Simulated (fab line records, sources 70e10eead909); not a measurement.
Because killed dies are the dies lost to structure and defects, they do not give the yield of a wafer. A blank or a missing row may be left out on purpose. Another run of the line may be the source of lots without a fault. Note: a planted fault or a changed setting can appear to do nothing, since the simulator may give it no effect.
Struck lot and sound lot, side by side | flow nand harc | 18 steps out of a route of 1159
Sound: these wafers, L492.2, L492.4, L492.6. Struck: wafers L496.2, L496.4, L496.6. Last of all comes the cause.
At each step with rows: each side's tool, then ch and its chambers, then its first start. Under that, the readings that differ: sound wafers | struck wafers | difference of the means | sigmas: that difference in standard deviations of wafers without a fault.
alike: words and numbers the same on both sides, and readings whose means are apart by under 2 such deviations; not compared: readings that were withheld, readings missing a value for some wafer, numbers with overlapping values and no deviation given by the record, and bounds like >300 which may hide the same value.
Wherever a step has rows on one side only, a row that says differs or no value, or a row with sigmas, the two part there. Numbers that have no deviation but don't overlap get no sigmas and don't part them. A reading missing from all wafers of one side parts the sides only when that side holds two or more wafers.

NHARC_A_M1_INSPECT_11:
  sound on defect inspect-01 at day 20 02:50; struck on defect inspect-02 at day 20 18:58
  alike: raw defect count
NHARC_A_M1_DESCUM_14: chemistry O2, time 3 s.
  sound on rie diel-09 ch 0,1,2, day 20 02:54; struck on rie diel-05 ch 0,1,2, day 20 19:02
  alike: drypump motor current A, oes product au, rf vpp V, showerhead plenum p Torr, throttle valve pct
  not compared: rf hours counter h
NHARC_A_M1_ETCH_35: etches the open film in N2/H2, target depth 40 nm, overetch 12 nm, time 43.94 s.
  sound on rie diel-09 ch 0,1, day 20 02:59; struck on rie diel-05 ch 0,1,3, day 20 19:07
  alike: drypump motor current A, oes product au, rf vpp V, showerhead plenum p Torr, throttle valve pct
  not compared: rf hours counter h
then, 1 step without rows for these wafers: NHARC_A_M1_ETCH_15 (etches the open film in C4F8/Ar, target depth 182.5 nm, time 91.2 s).
NHARC_A_M1_CD_MEAS_16:
  sound on cd sem-01 at day 20 03:14; struck on cd sem-02 at day 20 19:20
  alike: cd nm
then, 1 step without rows for these wafers: NHARC_A_M1_STRIP_18 (strips in N2/H2).
NHARC_A_M1_ETCH_28: etches the open film in CF4/N2, target depth 30 nm, time 72.99 s.
  sound: rie diel-02 ch 0,1,2; struck: rie diel-02 ch 0,3
  alike: drypump motor current A, oes product au, rf vpp V, showerhead plenum p Torr, throttle valve pct
  not compared: rf hours counter h
then, 2 steps without rows for these wafers: NHARC_A_M1_STRIP_19 (strips in post etch residue remover, time 600 s); NHARC_A_M1_DEGAS_29 (time 60 s).
NHARC_A_M1_PRE_CLEAN_30: time 30 s.
  sound on pvd sputter-01; struck on pvd sputter-02
  alike: heater power w
NHARC_A_M1_PVD_20: deposits TaN, target thk 5 nm, time 8.06 s.
  sound on pvd sputter-01; struck on pvd sputter-02
  alike: throttle valve pct
then, 1 step without rows for these wafers: NHARC_A_M1_PVD_21 (deposits Cu, target thk 30 nm, time 20.49 s).
NHARC_A_M1_ECD_22: material Cu, target thk 400 nm.
  sound on ecd cu-02 ch 0,1, day 20 04:22; struck on ecd cu-01 ch 0,1, day 20 20:28
  no value came back on the struck wafers for bath heat duty pct (%), bath temp c (C); on the sound wafers bath heat duty pct (%) reads 6.3 8.0 7.1
then, 1 step without rows for these wafers: NHARC_A_M1_ANNEAL_31 (time 90 s).
NHARC_A_M1_CMP_23: polishes, t overpolish 20 s, target thk 154.34 nm.
  sound on cmp-04 ch 2,3, day 20 05:02; struck on cmp-04 ch 0,1, day 20 21:09
  reading                | sound    | struck | difference | sigmas
  time to endpoint s (s) | 28 36 33 | 5 6 7  | -26        | -8
  alike: motor current A
NHARC_A_M1_THK_MEAS_24: measures by xrf.
  sound on film metro-02 at day 20 05:21; struck on film metro-01 at day 20 21:28
  reading     | sound             | struck         | difference | sigmas
  thk nm (nm) | 154.2 155.9 155.1 | 29.0 29.4 29.8 | -125.7     | -74
next, for these wafers, 1 step has no rows: NHARC_A_M1_SRD_25.
-- jump in the record: it breaks off in module A_M1 and resumes in module END (first step shown: number 1159 of the route), and 4 days separate the struck wafers' starts before and after --
NHARC_END_SORT_01:
  sound on prober-01 ch 0, day 24 20:11; struck on prober-01 ch 0, day 25 03:55
  reading                  | sound           | struck         | difference | sigmas
  defect limited yield (%) | 96.2 95.9 95.7  | 0 0 0          | -96        | -56
  killed at array          | 23 21 24        | 675 675 675    | +652       | +54
  killed dies              | 26 28 29        | 677 677 677    | +649       | +54
  sort_bin_2_pct (%)       | 1.3 2.1 1.5     | 98.2 95.7 97.3 | +95.4      | +99 or more
  sort n pass              | 651 649 648     | 0 0 0          | -649       | -54
  sort rim yield pct (%)   | 97.2 100.0 95.3 | 0 0 0          | -98        | -54
  sort yield pct (%)       | 96.2 95.9 95.7  | 0 0 0          | -96        | -56
  alike: killed at other, killed at periphery, killed open, killed short, sort_bin_3_pct, sort_bin_4_pct

WHERE THEY PART
At NHARC_A_M1_ECD_22 first; at NHARC_END_SORT_01 last (within this record only).

WHY: whatever the simulator had introduced
Whole step skipped at NHARC_A_M1_ECD_22 on ecd cu-01, starting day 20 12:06. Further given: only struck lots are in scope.
